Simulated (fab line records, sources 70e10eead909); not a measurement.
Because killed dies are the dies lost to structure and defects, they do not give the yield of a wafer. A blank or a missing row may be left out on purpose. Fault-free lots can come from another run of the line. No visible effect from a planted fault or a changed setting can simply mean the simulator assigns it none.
fab line records | flow nand_harc
record lots=7 | wafers=20 | last_day=25
route steps=1159 shown A_SLIT@802 A_SIN_REMOVE@804 A_WL_FILL@809 END@1159
lots that met no fault: from a run of the same line without faults
start_h: the number of hours between the record's first day and the start of the first shown wafer of the lot | wait_h: hours since the lot's step before | " identical to the entry in the row above | L1.1+2: a single row standing in for several wafers | - either no value or no given start | * or withheld: withheld | < > ~ a bound
route shown NAME@n: NAME is a module with steps in the file, n the number in the route of the first one | usual: average and standard deviation across the fault-free wafers | same: alike in all rows | chamber/n: place in a boat | sites: the reading at each site | _std_site: their standard deviation | _edge_site: the outer-site mean with the inner-site mean subtracted | radius_mm: for every site, how far away it sits from the centre of the wafer | mask NAME#n: copy n | behind: the last tool/chamber to shape the wafer | hold: why the lot was held/for how many hours/how that ended | device: whichever transistor did not switch (one of n, p or np) | end of line: the tests these same wafers got at the end of their route | a step with no rows: only its recipe | killed: not the wafer's yield, but the dies lost to structure and defects at the first sort | map: a wafer's dies, x killed, . not, _ none there
set.NAME: the run value of the setting; set.NAME@STEP: its run value at that earlier step | model.NAME: the simulator's own value behind a step, which no gauge read
lots at some steps of the route; a table a step, a row a wafer
services: a tool's chamber out of use, with start hour (start_h, from the record's first day; less than 0 if before it), hours out, and reason
## steps
# step NHARC_A_SLIT_SRD_20
# step NHARC_A_SLIT_CD_MEAS_21
# usual cd_nm=289.4/0.82
lot.wafer | tool      | chamber | start_h | wait_h | cd_nm
L829.1    | cd_sem-01 | -       | 337.19  | -      | 290.9
L829.3    | "         | -       | "       | "      | 291.2
L829.4    | "         | -       | "       | "      | 290.1
L831.1    | cd_sem-01 | -       | 374.91  | -      | 289.4
L831.3    | "         | -       | "       | "      | 288.8
L831.5    | "         | -       | "       | "      | 288.9
L830.1    | cd_sem-01 | -       | 376.31  | -      | 288.6
L830.2    | "         | -       | "       | "      | 288.6
L830.4    | "         | -       | "       | "      | 289.3
L833.3    | cd_sem-03 | -       | 384.35  | -      | 288.4
L833.4    | "         | -       | "       | "      | 288.1
L833.6    | "         | -       | "       | "      | 288.4
L835.2    | cd_sem-01 | -       | 389.85  | -      | 289.4
L835.4    | "         | -       | "       | "      | 290.3
L845.2    | cd_sem-02 | -       | 444.33  | -      | 291.4
L845.5    | "         | -       | "       | "      | 290.9
L845.6    | "         | -       | "       | "      | 290.9
L847.1    | cd_sem-01 | -       | 456.64  | 0.1    | 290.1
L847.3    | "         | -       | "       | "      | 290.0
L847.6    | "         | -       | "       | "      | 290.5
# step NHARC_A_SIN_REMOVE_WET_00
# recipe temp_c=160 | time_s=15300 | chemistry=H3PO4
# step NHARC_A_SIN_REMOVE_PRECLEAN_01
# recipe time_s=* | temp_c=50 | bath_age_min=0 | chemistry=SC1
# step NHARC_A_SIN_REMOVE_SRD_02
# step NHARC_A_SIN_REMOVE_INSPECT_04
# usual raw_defect_count=296/75
lot.wafer | tool              | chamber | start_h | wait_h | raw_defect_count
L829.1    | defect_inspect-01 | -       | 344.83  | 0.0    | 150
L829.3    | "                 | -       | "       | "      | 199
L829.4    | "                 | -       | "       | "      | 197
L831.1    | defect_inspect-01 | -       | 382.63  | 0.0    | 416
L831.3    | "                 | -       | "       | "      | 284
L831.5    | "                 | -       | "       | "      | 248
L830.1    | defect_inspect-02 | -       | 382.65  | 0.1    | 367
L830.2    | "                 | -       | "       | "      | 311
L830.4    | "                 | -       | "       | "      | 234
L833.3    | defect_inspect-01 | -       | 390.45  | 0.0    | 287
L833.4    | "                 | -       | "       | "      | 292
L833.6    | "                 | -       | "       | "      | 312
L835.2    | defect_inspect-02 | -       | 397.74  | 0.0    | 300
L835.4    | "                 | -       | "       | "      | 251
L845.2    | defect_inspect-02 | -       | 452.01  | 0.0    | 268
L845.5    | "                 | -       | "       | "      | 230
L845.6    | "                 | -       | "       | "      | 407
L847.1    | defect_inspect-02 | -       | 464.40  | 0.0    | 240
L847.3    | "                 | -       | "       | "      | 194
L847.6    | "                 | -       | "       | "      | 236
# step NHARC_A_WL_FILL_ALD_00
# recipe target_thk_a=30 | pulse_time_s=3 | ald_cycles=30 | temp_c=300 | material=Al2O3
# usual heater_power_w=473/46 | precursor_pulse_height_rel=1.000/0.018
lot.wafer | tool      | chamber | start_h | wait_h | heater_power_w | precursor_pulse_height_rel
L829.1    | ald_hk-02 | 2       | 344.89  | 0.1    | 488            | 0.997
L829.3    | "         | 0       | "       | "      | 457            | 1.016
L829.4    | "         | 1       | "       | "      | 504            | 0.977
L831.1    | ald_hk-04 | 1       | 382.73  | 0.1    | 533            | 0.974
L831.3    | "         | 2       | "       | "      | 439            | 1.011
L831.5    | "         | 1       | "       | "      | 530            | 0.988
L830.4    | ald_hk-01 | 2       | 382.74  | 0.1    | 461            | 0.996
L830.2    | "         | 3       | "       | "      | 573            | 0.968
L830.1    | "         | 0       | "       | "      | 458            | 0.959
L833.3    | ald_hk-02 | 2       | 390.71  | 0.3    | 481            | 1.006
L833.4    | "         | 3       | "       | "      | 395            | 0.978
L833.6    | "         | 1       | "       | "      | 520            | 1.010
L835.4    | ald_hk-01 | 3       | 397.80  | 0.1    | 572            | 1.018
L835.2    | "         | 1       | "       | "      | 440            | 1.023
L845.2    | ald_hk-02 | 1       | 452.10  | 0.1    | 509            | 1.001
L845.5    | "         | 0       | "       | "      | 467            | 0.991
L845.6    | "         | 1       | "       | "      | 500            | 0.998
L847.3    | ald_hk-01 | 3       | 467.32  | 2.9    | 564            | 1.039
L847.1    | "         | 0       | "       | "      | 455            | 0.988
L847.6    | "         | 2       | "       | "      | 440            | 1.028
# step NHARC_A_WL_FILL_RTA_01
# recipe temp_c=1000 | time_s=5
# usual lamp_power_pct=25.8/0.65 | lamp_zone_1_pct=25.8/0.65 | lamp_zone_4_pct=25.8/0.64 | wafer_temp_C_max=1005.2/1.1
lot.wafer | tool          | chamber | start_h | wait_h | lamp_power_pct | lamp_zone_1_pct | lamp_zone_4_pct | wafer_temp_C_max
L829.1    | rtp_anneal-01 | 0       | 345.16  | -      | 25.2           | 25.3            | 25.2            | 1004.6
L829.3    | "             | 0       | "       | "      | 25.3           | 25.2            | 25.2            | 1003.7
L829.4    | "             | 0       | "       | "      | 25.2           | 25.2            | 25.2            | 1003.8
L831.1    | rtp_anneal-01 | 0       | 382.97  | -      | 25.2           | 25.2            | 25.2            | 1005.8
L831.3    | "             | 0       | "       | "      | 25.2           | 25.2            | 25.2            | 1003.5
L831.5    | "             | 0       | "       | "      | 25.2           | 25.2            | 25.2            | 1003.9
L830.1    | rtp_anneal-01 | 0       | 383.13  | -      | 25.2           | 25.3            | 25.2            | 1003.8
L830.2    | "             | 0       | "       | "      | 25.2           | 25.2            | 25.2            | 1004.2
L830.4    | "             | 0       | "       | "      | 25.3           | 25.2            | 25.2            | 1003.5
L833.3    | rtp_anneal-02 | 0       | 391.01  | -      | 26.5           | 26.5            | 26.5            | 1006.9
L833.4    | "             | 0       | "       | "      | 26.6           | 26.5            | 26.5            | 1005.8
L833.6    | "             | 0       | "       | "      | 26.5           | 26.5            | 26.6            | 1007.3
L835.2    | rtp_anneal-02 | 0       | 398.25  | -      | 26.5           | 26.5            | 26.5            | 1008.2
L835.4    | "             | 0       | "       | "      | 26.5           | 26.5            | 26.5            | 1005.2
L845.2    | rtp_anneal-02 | 0       | 452.38  | -      | 26.6           | 26.6            | 26.5            | 1005.4
L845.5    | "             | 0       | "       | "      | 26.6           | 26.5            | 26.5            | 1005.5
L845.6    | "             | 0       | "       | "      | 26.6           | 26.6            | 26.6            | 1005.1
L847.1    | rtp_anneal-02 | 0       | 467.53  | -      | 26.5           | 26.6            | 26.5            | 1005.4
L847.3    | "             | 0       | "       | "      | 26.5           | 26.5            | 26.5            | 1005.9
L847.6    | "             | 0       | "       | "      | 26.5           | 26.5            | 26.6            | 1006.8
# step NHARC_A_WL_FILL_ALD_02
# recipe target_thk_a=20 | pulse_time_s=3 | ald_cycles=100 | temp_c=450 | material=TiN
# usual heater_power_w=1107/99 | precursor_pulse_height_rel=1.000/0.021
lot.wafer | tool         | chamber | start_h | wait_h | heater_power_w | precursor_pulse_height_rel
L829.3    | ald_metal-02 | 3       | 345.37  | 0.1    | 1128           | 0.976
L829.4    | "            | 0       | "       | "      | 1092           | 1.019
L829.1    | "            | 1       | "       | "      | 1178           | 1.025
L831.3    | ald_metal-01 | 0       | 383.22  | 0.2    | 914            | 0.970
L831.1    | "            | 1       | "       | "      | 1160           | 0.989
L831.5    | "            | 3       | "       | "      | 1157           | 0.985
L830.4    | ald_metal-02 | 2       | 383.39  | 0.1    | 1282           | 1.005
L830.2    | "            | 3       | "       | "      | 1079           | 0.975
L830.1    | "            | 0       | "       | "      | 1123           | 0.959
L833.3    | ald_metal-01 | 2       | 391.21  | 0.2    | 1213           | 1.007
L833.4    | "            | 0       | "       | "      | 918            | 0.996
L833.6    | "            | 1       | "       | "      | 1118           | 0.997
L835.4    | ald_metal-04 | 3       | 398.51  | 0.2    | 972            | 0.947
L835.2    | "            | 0       | "       | "      | 1084           | 0.984
L845.2    | ald_metal-02 | 3       | 452.68  | 0.3    | 1050           | 0.991
L845.6    | "            | 0       | "       | "      | 1097           | 0.983
L845.5    | "            | 1       | "       | "      | 1124           | 1.027
L847.3    | ald_metal-02 | 3       | 467.78  | 0.2    | 1083           | 1.013
L847.1    | "            | 1       | "       | "      | 1100           | 1.014
L847.6    | "            | 2       | "       | "      | 1252           | 0.982
# step NHARC_A_WL_FILL_CVD_03
# recipe target_thk_a=400 | temp_c=300 | pressure_torr=40 | wf6_flow_sccm=40 | h2_flow_sccm=1600 | ar_flow_sccm=1560 | time_s=3302 | material=W
# usual heater_power_w=421/25 | throttle_valve_pct=8.0/0.32
lot.wafer | tool     | chamber | start_h | wait_h | heater_power_w | throttle_valve_pct
L829.1    | cvd_w-02 | 0       | 350.12  | 4.4    | 403            | 7.4
L829.4    | "        | 0       | "       | "      | 422            | 7.4
L829.3    | "        | 1       | "       | "      | 453            | 8.0
L831.1    | cvd_w-01 | 1       | 384.09  | 0.5    | 460            | 8.5
L831.3    | "        | 1       | "       | "      | 447            | 8.3
L831.5    | "        | 0       | "       | "      | 399            | 8.0
L830.2    | cvd_w-01 | 0       | 386.45  | 2.7    | 398            | 8.1
L830.1    | "        | 1       | "       | "      | 439            | 8.4
L830.4    | "        | 1       | "       | "      | 448            | 8.3
L833.4    | cvd_w-01 | 1       | 392.56  | 1.0    | 451            | 8.4
L833.3    | "        | 0       | "       | "      | 392            | 8.2
L833.6    | "        | 1       | "       | "      | 442            | 8.2
L835.2    | cvd_w-02 | 1       | 399.57  | 0.8    | 450            | 7.8
L835.4    | "        | 0       | 401.00  | 2.2    | 410            | 7.6
L845.2    | cvd_w-01 | 0       | 456.22  | 3.3    | 388            | 8.0
L845.6    | "        | 1       | 457.62  | 4.7    | 442            | 8.1
L845.5    | "        | 0       | "       | "      | 393            | 8.0
L847.1    | cvd_w-01 | 0       | 471.86  | 3.7    | 384            | 8.4
L847.3    | "        | 0       | 473.76  | 5.6    | 406            | 8.0
L847.6    | "        | 0       | 476.62  | 8.5    | 390            | 8.1
# step NHARC_A_WL_FILL_ETCHBACK_04
# recipe target_depth_a=600 | time_s=120 | chemistry=NF3
# usual drypump_motor_current_A=5.4/0.45 | he_backside_leak_sccm=3.27/0.19 | oes_product_au=1.004/0.007 | run_length_s=141.4/0.56
lot.wafer | tool         | chamber | start_h | wait_h | drypump_motor_current_A | he_backside_leak_sccm | oes_product_au | rf_hours_counter_h | run_length_s
L829.1    | rie_metal-03 | 0       | 353.45  | 2.9    | 5.4                     | 3.27                  | 0.998          | 2.3                | 140.5
L829.3    | "            | 1       | "       | "      | 5.1                     | 3.35                  | 1.007          | -                  | 141.6
L829.4    | "            | 0       | "       | "      | 5.4                     | 3.52                  | 1.006          | -                  | 140.8
L831.1    | rie_metal-03 | 0       | 386.96  | 2.4    | 5.3                     | 3.35                  | 1.008          | 3.1                | 140.5
L831.3    | "            | 0       | "       | "      | 5.3                     | 3.06                  | 1.013          | -                  | 140.5
L831.5    | "            | 0       | "       | "      | 5.4                     | 3.44                  | 0.999          | -                  | 140.4
L830.2    | rie_metal-03 | 0       | 389.76  | 2.8    | 5.4                     | 3.32                  | 0.997          | 3.3                | 140.4
L830.1    | "            | 1       | "       | "      | 5.2                     | 3.31                  | 1.012          | 3.3                | 141.6
L830.4    | "            | 1       | "       | "      | 5.2                     | 3.25                  | 0.999          | -                  | 133.2
L833.3    | rie_metal-03 | 0       | 395.01  | 1.5    | 5.4                     | 3.51                  | 1.009          | -                  | 131.7
L833.4    | "            | 1       | "       | "      | 5.2                     | 3.34                  | 1.015          | -                  | 133.1
L833.6    | "            | 1       | "       | "      | 5.2                     | 3.38                  | 1.004          | -                  | 141.6
L835.2    | rie_metal-03 | 0       | 402.95  | 2.9    | 5.4                     | 3.61                  | 1.010          | 4.0                | 140.4
L835.4    | "            | 0       | "       | "      | 5.3                     | 3.16                  | 1.011          | -                  | 132.3
L845.2    | rie_metal-01 | 1       | 459.12  | 2.4    | 6.0                     | 3.05                  | 1.008          | 3.4                | 141.9
L845.5    | "            | 1       | "       | "      | 6.0                     | 3.09                  | 1.014          | -                  | 142.5
L845.6    | "            | 0       | "       | "      | 6.0                     | 3.32                  | 1.005          | -                  | 142.0
L847.1    | rie_metal-02 | 1       | 478.08  | 5.3    | 4.7                     | 3.12                  | 0.997          | 2.4                | 140.6
L847.3    | "            | 1       | "       | "      | 4.8                     | 3.16                  | 1.003          | -                  | 140.6
L847.6    | "            | 0       | "       | "      | 5.6                     | 3.20                  | 0.999          | -                  | 141.4
# step NHARC_A_WL_FILL_ETCHBACK_05
# recipe target_depth_a=220 | time_s=60 | temp_c=40 | chemistry=Cl2/BCl3
# usual drypump_motor_current_A=5.4/0.45 | he_backside_leak_sccm=3.33/0.23 | oes_product_au=1.005/0.007 | run_length_s=81.4/0.54
lot.wafer | tool         | chamber | start_h | wait_h | drypump_motor_current_A | he_backside_leak_sccm | oes_product_au | rf_hours_counter_h | run_length_s
L829.1    | rie_metal-03 | 0       | 353.66  | 0.2    | 5.4                     | 3.35                  | 1.005          | 2.4                | 80.8
L829.3    | "            | 0       | "       | "      | 5.4                     | 3.19                  | 0.999          | -                  | 80.4
L829.4    | "            | 1       | "       | "      | 5.2                     | 3.62                  | 1.005          | -                  | 81.5
L831.1    | rie_metal-03 | 1       | 387.17  | 0.2    | 5.2                     | 3.65                  | 1.011          | 3.2                | 82.0
L831.3    | "            | 1       | "       | "      | 5.2                     | 3.49                  | 1.007          | -                  | 82.1
L831.5    | "            | 0       | "       | "      | 5.3                     | 3.64                  | 1.005          | -                  | 80.6
L830.1    | rie_metal-03 | 1       | 390.00  | 0.2    | 5.2                     | 3.67                  | 1.006          | 3.4                | 81.8
L830.2    | "            | 0       | "       | "      | 5.3                     | 3.54                  | 1.005          | 3.4                | 80.6
L830.4    | "            | 0       | "       | "      | 5.4                     | 3.53                  | 1.009          | -                  | 80.6
L833.4    | rie_metal-03 | 1       | 395.21  | 0.1    | 5.1                     | 3.34                  | 1.019          | -                  | 82.0
L833.3    | "            | 0       | "       | "      | 5.4                     | 3.38                  | 1.000          | -                  | 80.9
L833.6    | "            | 1       | "       | "      | 5.1                     | 3.47                  | 0.999          | -                  | 81.6
L835.2    | rie_metal-03 | 1       | 403.17  | 0.2    | 5.2                     | 3.51                  | 1.022          | 4.1                | 81.5
L835.4    | "            | 1       | "       | "      | 5.2                     | 3.45                  | 1.008          | -                  | 82.3
L845.2    | rie_metal-01 | 1       | 459.36  | 0.2    | 6.0                     | 3.00                  | 1.015          | 3.6                | 82.1
L845.6    | "            | 1       | "       | "      | 6.0                     | 2.92                  | 1.015          | -                  | 82.0
L845.5    | "            | 0       | "       | "      | 6.0                     | 3.62                  | 1.003          | -                  | 81.7
L847.1    | rie_metal-02 | 1       | 478.30  | 0.2    | 4.7                     | 3.14                  | 1.000          | 2.6                | 80.6
L847.3    | "            | 1       | "       | "      | 4.8                     | 2.91                  | 1.001          | -                  | 80.8
L847.6    | "            | 1       | "       | "      | 4.8                     | 3.13                  | 1.005          | -                  | 81.2
# step NHARC_END_SORT_01
# recipe temp_c=25
# usual killed_at_array=27/11 | killed_at_other=0.8/1.1 | killed_at_periphery=2.8/1.9 | killed_dies=30/11 | killed_open=3.3/1.8 | killed_short=2.3/1.5
# same gross_dies=677
lot.wafer | tool      | chamber | start_h | wait_h | killed_at_array | killed_at_other | killed_at_periphery | killed_dies | killed_open | killed_short
L829.1    | prober-02 | 0       | 453.14  | 2.5    | 10              | 1               | 0                   | 11          | 2           | 1
L829.3    | prober-02 | 0       | 454.74  | 3.1    | 17              | 4               | 2                   | 23          | 4           | 3
L829.4    | prober-02 | 0       | 455.53  | 3.4    | 8               | 5               | 2                   | 15          | 2           | 2
L830.1    | prober-02 | 0       | 481.78  | 2.5    | 38              | 2               | 1                   | 41          | 2           | 0
L830.2    | prober-02 | 0       | 482.57  | 2.8    | 30              | 2               | 0                   | 32          | 0           | 0
L830.4    | prober-02 | 0       | 484.15  | 3.4    | 29              | 1               | 0                   | 30          | 2           | 3
L833.3    | prober-01 | 0       | 491.31  | 3.1    | 17              | 2               | 4                   | 23          | 2           | 1
L833.4    | prober-01 | 0       | 492.11  | 3.4    | 17              | 3               | 3                   | 23          | 2           | 3
L833.6    | prober-01 | 0       | 493.69  | 4.0    | 29              | 4               | 7                   | 40          | 3           | 1
L845.2    | prober-02 | 0       | 564.26  | 2.8    | 23              | 0               | 1                   | 24          | 2           | 1
L845.5    | prober-02 | 0       | 566.67  | 3.7    | 35              | 2               | 1                   | 38          | 4           | 0
L845.6    | prober-02 | 0       | 567.47  | 4.0    | 24              | 0               | 2                   | 26          | 2           | 3
L847.1    | prober-02 | 0       | 584.57  | 2.5    | 18              | 0               | 2                   | 20          | 6           | 2
L847.3    | prober-02 | 0       | 586.17  | 3.1    | 22              | 3               | 2                   | 27          | 3           | 0
L847.6    | prober-02 | 0       | 588.57  | 4.0    | 17              | 0               | 1                   | 18          | 1           | 1
# killed by level:class
L829.1 A_BLC:geometric_particle:open=2 A_CHANNEL_HOLE_D1:chamber_film_flake=2 A_STAIRCASE:chamber_film_flake=2 A_SLIT:chamber_film_flake=2 A_CHANNEL_FILL_D1:geometric_particle:short=1 A_WL_FILL:chamber_film_flake=1 THIN_TSV:chamber_film_flake=1
L829.3 A_SLIT:chamber_film_flake=10 THIN_TSV:chamber_film_flake=3 A_CONTACT:chamber_film_flake=2 P_GATE:geometric_particle:open=1 P_CONTACT:geometric_particle:open=1 A_CHANNEL_HOLE_D1:geometric_particle:short=1 A_CONTACT:geometric_particle:short=1 A_CONTACT:geometric_particle:open=1
L829.4 THIN_TSV:chamber_film_flake=5 A_WL_FILL:geometric_particle:short=2 A_CONTACT:geometric_particle:open=2 A_SLIT:chamber_film_flake=2 P_GATE:chamber_film_flake=1 A_CHANNEL_HOLE_D1:chamber_film_flake=1 P_M1:chamber_film_flake=1 A_CONTACT:chamber_film_flake=1
L830.1 A_CHANNEL_HOLE_D1:chamber_film_flake=19 A_SLIT:chamber_film_flake=6 A_CONTACT:chamber_film_flake=6 A_STAIRCASE:chamber_film_flake=2 A_WL_FILL:chamber_film_flake=2 THIN_TSV:chamber_film_flake=2 A_CHANNEL_FILL_D1:geometric_particle:open=1 A_M0:geometric_particle:open=1
L830.2 A_SLIT:chamber_film_flake=16 A_CHANNEL_HOLE_D1:chamber_film_flake=9 A_ZERO_WELL:chamber_film_flake=2 A_WL_FILL:chamber_film_flake=2 THIN_TSV:chamber_film_flake=2 A_CONTACT:chamber_film_flake=1
L830.4 A_SLIT:chamber_film_flake=12 A_CHANNEL_HOLE_D1:chamber_film_flake=7 A_CONTACT:chamber_film_flake=3 A_WL_FILL:geometric_particle:short=2 A_WL_FILL:geometric_particle:open=2 A_CHANNEL_FILL_D1:geometric_particle:short=1 A_ZERO_WELL:chamber_film_flake=1 A_STAIRCASE:chamber_film_flake=1
L833.3 A_SLIT:chamber_film_flake=9 P_GATE:chamber_film_flake=2 A_ZERO_WELL:chamber_film_flake=2 A_STAIRCASE:chamber_film_flake=2 P_GATE:geometric_particle:open=1 A_CONTACT:geometric_particle:short=1 A_CONTACT:geometric_particle:open=1 P_M1:chamber_film_flake=1
L833.4 A_SLIT:chamber_film_flake=7 A_CHANNEL_HOLE_D1:chamber_film_flake=3 A_M0:geometric_particle:open=2 A_CONTACT:chamber_film_flake=2 HYBRID_BOND:chamber_film_flake=2 P_M0:geometric_particle:short=1 A_CHANNEL_FILL_D1:geometric_particle:short=1 A_CONTACT:geometric_particle:short=1
L833.6 A_SLIT:chamber_film_flake=19 P_M1:chamber_film_flake=4 A_CONTACT:chamber_film_flake=3 HYBRID_BOND:chamber_film_flake=3 P_GATE:chamber_film_flake=2 A_STAIRCASE:chamber_film_flake=2 P_GATE:geometric_particle:open=1 A_CHANNEL_FILL_D1:geometric_particle:open=1
L845.2 A_CHANNEL_HOLE_D1:chamber_film_flake=6 A_SLIT:chamber_film_flake=6 A_STAIRCASE:chamber_film_flake=3 A_CONTACT:chamber_film_flake=3 A_ZERO_WELL:chamber_film_flake=2 P_M0:geometric_particle:open=1 A_CHANNEL_FILL_D1:geometric_particle:open=1 A_M0:geometric_particle:short=1
L845.5 A_SLIT:chamber_film_flake=16 A_CHANNEL_HOLE_D1:chamber_film_flake=6 A_CONTACT:chamber_film_flake=5 A_STAIRCASE:chamber_film_flake=3 A_CHANNEL_FILL_D1:geometric_particle:open=2 P_CONTACT:geometric_particle:open=1 THIN_TSV:geometric_particle:open=1 A_ZERO_WELL:chamber_film_flake=1
L845.6 A_SLIT:chamber_film_flake=8 A_CONTACT:chamber_film_flake=5 A_STAIRCASE:chamber_film_flake=4 A_CHANNEL_HOLE_D1:chamber_film_flake=2 P_CONTACT:geometric_particle:open=1 A_SOURCE_PLATE:geometric_particle:short=1 A_CHANNEL_FILL_D1:geometric_particle:open=1 A_WL_FILL:geometric_particle:short=1
L847.1 A_STAIRCASE:chamber_film_flake=4 A_CHANNEL_HOLE_D1:chamber_film_flake=3 A_CONTACT:chamber_film_flake=3 A_BLC:geometric_particle:open=2 A_WL_FILL:chamber_film_flake=2 P_GATE:geometric_particle:open=1 P_M0:geometric_particle:open=1 A_ONON_D1:geometric_particle:open=1
L847.3 A_CONTACT:chamber_film_flake=10 A_STAIRCASE:chamber_film_flake=7 A_WL_FILL:chamber_film_flake=3 THIN_TSV:chamber_film_flake=3 P_CONTACT:geometric_particle:open=1 P_M0:geometric_particle:open=1 A_CHANNEL_FILL_D1:geometric_particle:open=1 A_CHANNEL_HOLE_D1:chamber_film_flake=1
L847.6 A_CONTACT:chamber_film_flake=5 A_CHANNEL_HOLE_D1:chamber_film_flake=4 A_STAIRCASE:chamber_film_flake=2 A_WL_FILL:chamber_film_flake=2 P_M0:geometric_particle:open=1 A_CHANNEL_HOLE_D1:geometric_particle:short=1 A_ZERO_WELL:chamber_film_flake=1 A_M1:chamber_film_flake=1
## services
tool         | chamber | start_h | hours | kind
rie_metal-01 | -       | 332.00  | 9.0   | pm
ald_metal-02 | 1       | 355.35  | 27.7  | repair
ald_metal-02 | -       | 364.00  | 10.0  | pm
ald_metal-02 | 0       | 364.00  | 10.0  | vent_cycle
ald_metal-02 | 2       | 364.00  | 10.0  | vent_cycle
ald_hk-04    | -       | 369.05  | 10.0  | pm
cvd_w-02     | -       | 377.54  | 13.0  | pm
rie_metal-02 | -       | 388.03  | 9.0   | pm
ald_metal-04 | -       | 406.00  | 10.0  | pm
ald_hk-01    | -       | 406.31  | 10.0  | pm
ald_metal-01 | -       | 408.91  | 1.0   | repair
ald_metal-01 | 1       | 416.86  | 12.9  | repair
ald_metal-01 | 1       | 433.74  | 17.3  | repair
rie_metal-03 | -       | 453.00  | 9.0   | pm
rie_metal-03 | 0       | 453.00  | 9.0   | vent_cycle
rie_metal-03 | 1       | 453.00  | 9.0   | vent_cycle
ald_metal-01 | -       | 458.00  | 10.0  | pm
ald_hk-02    | -       | 458.43  | 10.0  | pm
rie_metal-03 | 0       | 462.00  | -     | clean
rie_metal-03 | 1       | 462.00  | -     | clean
ald_hk-04    | -       | 476.02  | 1.0   | repair
cvd_w-01     | -       | 477.57  | 13.0  | pm
cvd_w-01     | 0       | 477.57  | 13.0  | vent_cycle
cvd_w-01     | 1       | 477.57  | 13.0  | vent_cycle
## key
first_sign step=NHARC_A_WL_FILL_ETCHBACK_04 | reading=run_length_s | direction=down | sigmas=16 | usual=* | struck=*
effect none on later readings
met_at NHARC_A_WL_FILL_ETCHBACK_04
struck_wafers L830.4,L833.3,L833.4,L835.4
sort_left_out L835.4
tester_left_out L830,L833,L835
onset_between 386.96 389.76
fault kind=process_parameter_drift | tool=rie_metal-03 | chamber=- | onset_h=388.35 | steps=NHARC_A_WL_FILL_ETCHBACK_04 | channel=time_s | offset=* | shape=step | end_h=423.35 | scope=struck_wafers_only | acts_in=* | stated=*
# tester_left_out: of these lots the tester's yield and bins aren't shown, on N5 and GAA mostly nor the transistor test; their killed dies are dies lost to structure and defects alone, not to doping, threshold or leakage, so they don't give the yield
# sort_left_out: the simulated sort isn't trusted on such a fault, so these wafers' sort isn't shown, and their yield isn't known
